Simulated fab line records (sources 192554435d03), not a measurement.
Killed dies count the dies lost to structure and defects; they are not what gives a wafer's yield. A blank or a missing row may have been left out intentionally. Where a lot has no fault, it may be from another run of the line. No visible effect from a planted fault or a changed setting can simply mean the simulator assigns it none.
Which tool was responsible? || flow n5_finfet || 10 lots with 30 wafers sampled at 4 steps, on a route of 1938 steps

## WHAT EACH GAUGE READ, for each wafer
N5_BEOL_M7_THK_MEAS_01.
{"lot": "L370", "measured": "day 10 02:07", "on": "film_metro-02", "M7_ILD_THK (nm)": "151.4 156.0 155.8"}
{"lot": "L373", "measured": "day 11 03:23", "on": "film_metro-01", "M7_ILD_THK (nm)": "157.1 157.8 157.7"}
{"lot": "L375", "measured": "day 11 22:43", "on": "film_metro-01", "M7_ILD_THK (nm)": "149.8 153.2 153.4"}
{"lot": "L377", "measured": "day 12 13:30", "on": "film_metro-01", "M7_ILD_THK (nm)": "153.7 156.6 156.0"}
{"lot": "L386", "measured": "day 14 07:43", "on": "film_metro-01", "M7_ILD_THK (nm)": "154.0 158.0 157.6"}
{"lot": "L382", "measured": "day 14 12:20", "on": "film_metro-02", "M7_ILD_THK (nm)": "178.2 177.1 178.6"}
{"lot": "L388", "measured": "day 15 01:03", "on": "film_metro-02", "M7_ILD_THK (nm)": "153.6 158.5 158.8"}
{"lot": "L384", "measured": "day 15 02:56", "on": "film_metro-01", "M7_ILD_THK (nm)": "181.5 183.4 185.2"}
{"lot": "L387", "measured": "day 15 06:43", "on": "film_metro-02", "M7_ILD_THK (nm)": "156.0 155.5 156.1"}
{"lot": "L389", "measured": "day 15 14:01", "on": "film_metro-02", "M7_ILD_THK (nm)": "150.2 152.2 151.7"}

## TOOL THAT RAN EACH LOT (tool first, then ch and the chambers of the sampled wafers, then the start)
{"lot": "L370", "N5_BEOL_M6_TRENCH_ETCH_37": "rie_diel-06 ch 0,1,3, day 9 23:45 or earlier", "N5_BEOL_M6_DEGAS_44": "pvd_sputter-02, day 9 23:45", "N5_BEOL_M7_CURE_74": "uv_cure-01 ch 2, day 10 01:41"}
{"lot": "L373", "N5_BEOL_M6_TRENCH_ETCH_37": "rie_diel-06 ch 2,3, day 10 23:02 or earlier", "N5_BEOL_M6_DEGAS_44": "pvd_sputter-03, day 10 23:02", "N5_BEOL_M7_CURE_74": "uv_cure-01 ch 2, day 11 02:57"}
{"lot": "L375", "N5_BEOL_M6_TRENCH_ETCH_37": "rie_diel-05 ch 0,1,2, day 11 20:31 or earlier", "N5_BEOL_M6_DEGAS_44": "pvd_sputter-02, day 11 20:31", "N5_BEOL_M7_CURE_74": "uv_cure-01 ch 0, day 11 22:12"}
{"lot": "L377", "N5_BEOL_M6_TRENCH_ETCH_37": "rie_diel-06 ch 0,1, day 12 11:00 or earlier", "N5_BEOL_M6_DEGAS_44": "pvd_sputter-02, day 12 11:00", "N5_BEOL_M7_CURE_74": "uv_cure-03 ch 0, day 12 13:04"}
{"lot": "L386", "N5_BEOL_M6_TRENCH_ETCH_37": "rie_diel-05 ch 0,1,2, day 14 04:53 or earlier", "N5_BEOL_M6_DEGAS_44": "pvd_sputter-01, day 14 04:53", "N5_BEOL_M7_CURE_74": "uv_cure-02 ch 2, day 14 07:12"}
{"lot": "L382", "N5_BEOL_M6_TRENCH_ETCH_37": "rie_diel-06 ch 0,1,3, day 14 08:20 or earlier", "N5_BEOL_M6_DEGAS_44": "pvd_sputter-01, day 14 08:20", "N5_BEOL_M7_CURE_74": "uv_cure-03 ch 1, day 14 11:49"}
{"lot": "L388", "N5_BEOL_M6_TRENCH_ETCH_37": "rie_diel-05 ch 0,1,2, day 14 22:32 or earlier", "N5_BEOL_M6_DEGAS_44": "pvd_sputter-03, day 14 22:32", "N5_BEOL_M7_CURE_74": "uv_cure-01 ch 0, day 15 00:37"}
{"lot": "L384", "N5_BEOL_M6_TRENCH_ETCH_37": "rie_diel-06 ch 1,2, day 15 00:34 or earlier", "N5_BEOL_M6_DEGAS_44": "pvd_sputter-02, day 15 00:34", "N5_BEOL_M7_CURE_74": "uv_cure-03 ch 2, day 15 02:35"}
{"lot": "L387", "N5_BEOL_M6_TRENCH_ETCH_37": "rie_diel-06 ch 0,1,2, day 15 04:21 or earlier", "N5_BEOL_M6_DEGAS_44": "pvd_sputter-01, day 15 04:21", "N5_BEOL_M7_CURE_74": "uv_cure-01 ch 0, day 15 06:12"}
{"lot": "L389", "N5_BEOL_M6_TRENCH_ETCH_37": "rie_diel-05 ch 0,1,3, day 15 11:32 or earlier", "N5_BEOL_M6_DEGAS_44": "pvd_sputter-01, day 15 11:32", "N5_BEOL_M7_CURE_74": "uv_cure-03 ch 0, day 15 13:30"}
- N5_BEOL_M6_TRENCH_ETCH_37: etches SiCOH lowk in C4F6/O2, target depth 94.435 nm, time 31.5 s.
- N5_BEOL_M6_DEGAS_44: time 60 s.
- N5_BEOL_M7_CURE_74: cures SiCOH lowk, time 240 s.

## THE ANSWER, worked out from the rows above alone
Rule: the usual values come from the lots themselves. Put in order of their means at a reading, lots are off if they are a third of the lots or fewer, leave a main group of 4 or more, and stand apart from it by a gap of 3 or more times the standard deviation of the main group's means; of several such gaps the widest counts. A main group is skipped when, at the precision printed for the reading in the tables above, its means are all equal. Also off: a lot with no number at a reading for which 4 or more lots have one. Any other lot the step has rows for is counted as sound.
Off: at N5_BEOL_M7_THK_MEAS_01 (M7_ILD_THK), L382, L384. Mean 155.0 nm and standard deviation 2.1 in the main group.
A tool fits if, at a process step before that reading, it ran every lot that is off, and no sound lot after the first of them. Gauges at N5_BEOL_M7_THK_MEAS_01: tried the same way as those tools. Because N5_BEOL_M6_TRENCH_ETCH_37 lacks a start for some lots, the hours and order of its lots are taken from N5_BEOL_M6_DEGAS_44. Of those tried, none fits.

## WHAT THE SIMULATOR HAD PUT IN
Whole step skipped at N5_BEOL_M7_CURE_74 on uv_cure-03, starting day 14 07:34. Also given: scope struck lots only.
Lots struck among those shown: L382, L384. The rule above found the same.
